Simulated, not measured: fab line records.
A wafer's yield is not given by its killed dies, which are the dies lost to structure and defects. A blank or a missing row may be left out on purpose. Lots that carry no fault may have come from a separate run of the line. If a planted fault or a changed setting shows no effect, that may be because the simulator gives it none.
Split-lot study	flow n5 finfet	21 wafers read across 7 lots, on a route 1938 steps long

THE SPLIT ITSELF
At N5_BEOL_M0_SAQP_COAT_82 (time 60 s, resist thk 30 nm), the setting spin rpm was moved away from the recipe's 1500 rpm on 7 of the 21 wafers read, by -9.9% to +11.1%. All remaining wafers had this setting at the recipe value.

FROM THE SPLIT TO THE READING: what the file shows between them, 6 steps
- N5_BEOL_M0_SAQP_COAT_08: resist thk 90 nm
- N5_BEOL_M0_SAQP_EBR_10
- N5_BEOL_M0_SAQP_DESCUM_19: chemistry O2, time 7.9 s
- N5_BEOL_M0_SAQP_ETCH_83: etches SiARC in CF4, target depth 39 nm, time 65 s
- N5_BEOL_M0_SAQP_ETCH_84: etches SOC in N2/H2, target depth 100 nm, overetch 20 nm, time 150 s
- N5_BEOL_M0_SAQP_STRIP_80: strips in N2/H2

THE READING
SiARC_of_BEOL_M0_SAQP_COAT_82.thk nm (the simulator's own value, which no gauge read), in nm, at N5_BEOL_M0_SAQP_HM_OPEN_112 (chemistry CHF3/O2, target SiO2, stops on a-Si, target depth 12 nm, time 13.5 s). There is no usual value for it anywhere in the file. Here, 14 wafers ran the recipe; their average is 5.3 nm with a standard deviation of 0.71 nm.

wafer	tool, chamber at the split	spin rpm as run, rpm	against the recipe	SiARC_of_BEOL_M0_SAQP_COAT_82.thk nm, nm	against lot-mates on the recipe
L074.1	litho track-02, 0	1500	recipe	4.4	-
L074.2	litho track-02, 0	1351	-9.9%	6.4	+2.0
L074.4	litho track-02, 0	1351	-9.9%	5.6	+1.2
L075.4	litho track-01, 0	1500	recipe	5.6	-
L075.5	litho track-01, 0	1500	recipe	6.2	-
L075.6	litho track-01, 0	1500	recipe	4.6	-
L078.1	litho track-02, 0	1400	-6.7%	6.4	+0.7
L078.3	litho track-02, 0	1500	recipe	6.2	-
L078.6	litho track-02, 0	1500	recipe	5.2	-
L081.3	litho track-02, 0	1661	+10.7%	3.8	-2.4
L081.4	litho track-02, 0	1500	recipe	6.2	-
L081.5	litho track-02, 0	1661	+10.7%	3.4	-2.8
L089.2	litho track-03, 0	1500	recipe	4.8	-
L089.5	litho track-03, 0	1457	-2.9%	5.4	+0.5
L089.6	litho track-03, 0	1500	recipe	5	-
L090.1	litho track-01, 0	1666	+11.1%	4	-1.9
L090.2	litho track-01, 0	1500	recipe	6.2	-
L090.4	litho track-01, 0	1500	recipe	5.6	-
L091.1	litho track-02, 0	1500	recipe	4.8	-
L091.3	litho track-02, 0	1500	recipe	4.2	-
L091.5	litho track-02, 0	1500	recipe	4.6	-

FIT RESULTS
A straight line over all 21 wafers: SiARC_of_BEOL_M0_SAQP_COAT_82.thk nm changes by -0.12 nm for each +1% of spin rpm; r = -0.72; the points scatter about the line by 0.65 nm.
The same after taking each lot's own level away (the mean of its wafers on the recipe; 21 wafers): -0.19 nm for each +1%; r = -0.93; scatter 0.43 nm.
According to that fit, moving spin rpm by its largest amount changes the reading by 2.1 nm.
The lots' own levels span 4.40 to 6.20 nm, that is 2.5 times the standard deviation above.
So the lot-to-lot level blurs the effect unless lot-mates are compared.
Check: with one of the wafers moved furthest among these (+11.1%) left out of the fit, the line predicts -2.3 nm for it against its lot-mates. It came out at -1.9 nm against them.

OTHER SPLITS APPLIED TO THESE WAFERS
Before the reading, these wafers also passed through other splits. Each is held against what the fit with the lots' levels taken away leaves over:
other split on the same wafers	wafers away from the commonest value	r with SiARC_of_BEOL_M0_SAQP_COAT_82.thk nm (lot level and that fit taken away)
N5_BEOL_M0_SAQP_PECVD_04 time s	9	+0.10

THE WHOLE CHAIN: every reading that the file lists as answering this split, in the file's order
step	what it does	reading	change (the file's fit)	r (the file's)
N5_BEOL_M0_SAQP_COAT_82	time 60 s, resist thk 30 nm	SiARC_of_BEOL_M0_SAQP_COAT_82.thk nm (the simulator's own value, which no gauge read)	-0.149 nm for each +1% of the setting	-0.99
N5_BEOL_M0_SAQP_ETCH_83	etches SiARC in CF4, target depth 39 nm, time 65 s	CAR-ArF_of_BEOL_M0_SAQP_COAT_08.thk nm (the simulator's own value, which no gauge read)	+0.159 nm for each +1% of the setting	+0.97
N5_BEOL_M0_SAQP_ETCH_83	etches SiARC in CF4, target depth 39 nm, time 65 s	etch.depth nm (the simulator's own value, which no gauge read)	-0.151 nm for each +1% of the setting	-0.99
N5_BEOL_M0_SAQP_HM_OPEN_112	chemistry CHF3/O2, target SiO2, stops on a-Si, target depth 12 nm, time 13.5 s	SiARC_of_BEOL_M0_SAQP_COAT_82.thk nm (the simulator's own value, which no gauge read)	-0.182 nm for each +1% of the setting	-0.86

THE FILE'S OWN FIT
SiARC_of_BEOL_M0_SAQP_COAT_82.thk nm changes by -0.182 nm for each +1% of spin rpm, r = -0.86.
